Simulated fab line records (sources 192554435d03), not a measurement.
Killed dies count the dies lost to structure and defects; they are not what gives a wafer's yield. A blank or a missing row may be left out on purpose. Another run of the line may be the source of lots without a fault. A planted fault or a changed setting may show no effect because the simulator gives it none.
Matching of chambers | flow n5-finfet | N5_DUMMY_REMOVAL_HM_STRIP_01 on rie-diel-04 has 4 sister chambers
The step strips SiNx in CH3F/O2, stops on poly-Si, target depth 4 nm, time 6.8 s. 4 wafers are shown with their chamber, then 8 later ones without.

## WAFERS WITH THEIR CHAMBER
wafer  | chamber | drypump-motor-current-A (A)
L082.1 | 1       | 6.00
L082.4 | 3       | 6.22
L082.6 | 0       | 5.54
L086.3 | 2       | 5.62

## WAFERS WHOSE CHAMBER IS MISSING
wafer  | drypump-motor-current-A (A)
L086.4 | 5.55
L086.6 | 5.55
L089.1 | 6.23
L089.3 | 6.01
L089.4 | 5.57
L097.2 | 6.20
L097.4 | 5.52
L097.5 | 5.99

## CHAMBER TAKEN BY EACH
wafer  | from the rows above     | in truth
L086.4 | 0                       | 0
L086.6 | 0                       | 0
L089.1 | 3                       | 3
L089.3 | 1                       | 1
L089.4 | can't be placed: 0 or 2 | 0
L097.2 | 3                       | 3
L097.4 | 0                       | 0
L097.5 | 1                       | 1
Placed correctly: 7 of 8. These rows do not allow placing 1 (true chamber among the candidates in 1). Wrongly placed: 0.
How it was worked out, from the rows above alone: a wafer's distance from a chamber is the root of the sum, over the readings, of the square of ((its reading less the chamber's mean) divided by the reading's scatter). The wafer belongs to the nearest chamber; if the next one is less than 2 further off, it can't be placed. Each chamber's mean is taken over the wafers shown for it. The scatter: with one shown wafer a chamber, the root of the mean of the squares of how far each hidden wafer lies from its nearest shown one.
